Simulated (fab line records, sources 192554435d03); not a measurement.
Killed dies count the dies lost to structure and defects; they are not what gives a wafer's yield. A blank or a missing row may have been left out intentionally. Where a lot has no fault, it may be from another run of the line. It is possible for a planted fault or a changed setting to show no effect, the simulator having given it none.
Matching of chambers | flow n5 finfet | rie diel-05 running N5_MOL_CONTACT_COAG_ETCH_15: 4 sister chambers
The step etches SiNx in CH3F/O2, stops on Si:P, target depth 7 nm. 16 wafers are shown with their chamber, then 8 later ones without.

## EACH WAFER AND ITS CHAMBER
wafer  | chamber | showerhead plenum p Torr (Torr) | throttle valve pct (%) | rf vpp V (V)
L074.1 | 1       | 2.05                            | 16.42                  | 296.6
L074.4 | 2       | 1.95                            | 16.44                  | 292.8
L074.5 | 1       | 2.05                            | 16.42                  | 298.2
L075.2 | 0       | 1.96                            | 15.98                  | 297.9
L075.4 | 0       | 1.96                            | 15.99                  | 297.5
L075.6 | 1       | 2.05                            | 16.42                  | 297.8
L076.1 | 0       | 1.96                            | 16.00                  | 295.7
L076.2 | 1       | 2.04                            | 16.41                  | 295.9
L076.4 | 2       | 1.95                            | 16.46                  | 294.6
L078.2 | 3       | 2.14                            | 16.14                  | 302.3
L078.4 | 0       | 1.96                            | 16.01                  | 297.4
L078.6 | 3       | 2.14                            | 16.13                  | 300.3
L080.3 | 1       | 2.04                            | 15.91                  | 296.2
L080.5 | 0       | 1.96                            | 16.02                  | 295.1
L080.6 | 3       | 2.13                            | 16.13                  | 301.3
L081.2 | 0       | 1.96                            | 16.02                  | 295.6

SIGNATURES (means of the wafers above)
reading                  | chamber 0 | chamber 1 | chamber 2 | chamber 3 | scatter within a chamber
showerhead plenum p Torr | 1.9600    | 2.0460    | 1.9500    | 2.1367    | 0.00394
throttle valve pct       | 16.0033   | 16.3160   | 16.4500   | 16.1333   | 0.132
rf vpp V                 | 296.533   | 296.940   | 293.700   | 301.300   | 1.11
Rule: a wafer lies at a distance from a chamber equal to the root of the sum of squares, over the readings, of (its reading less the chamber's mean, divided by the reading's scatter). If the next closest chamber is less than 2 further off than the closest, the wafer can't be placed; otherwise it belongs to the closest. The scatter: take each reading less its chamber's mean, square it, sum over the shown wafers, divide by the number of wafers less the number of chambers, and take the root.

## WAFERS WITH NO CHAMBER GIVEN
wafer  | showerhead plenum p Torr (Torr) | throttle valve pct (%) | rf vpp V (V)
L081.3 | 1.95                            | 16.48                  | 294.8
L081.4 | 2.13                            | 16.14                  | 302.4
L089.1 | 1.95                            | 16.02                  | 296.5
L089.5 | 2.04                            | 15.96                  | 297.2
L089.6 | 1.95                            | 16.04                  | 295.7
L095.3 | 1.95                            | 16.06                  | 295.6
L095.4 | 2.03                            | 15.98                  | 295.7
L095.6 | 1.95                            | 16.08                  | 295.8

## CHAMBER TAKEN BY EACH
wafer  | from the rows above     | in truth
L081.3 | 2                       | 2
L081.4 | 3                       | 3
L089.1 | can't be placed: 0 or 2 | 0
L089.5 | 1                       | 1
L089.6 | can't be placed: 0 or 2 | 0
L095.3 | can't be placed: 0 or 2 | 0
L095.4 | 1                       | 1
L095.6 | can't be placed: 0 or 2 | 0
Correct placement for 4 of the 8. Not placeable from these rows: 4 (in 4, the candidates include the true chamber). Number placed wrongly: 0.
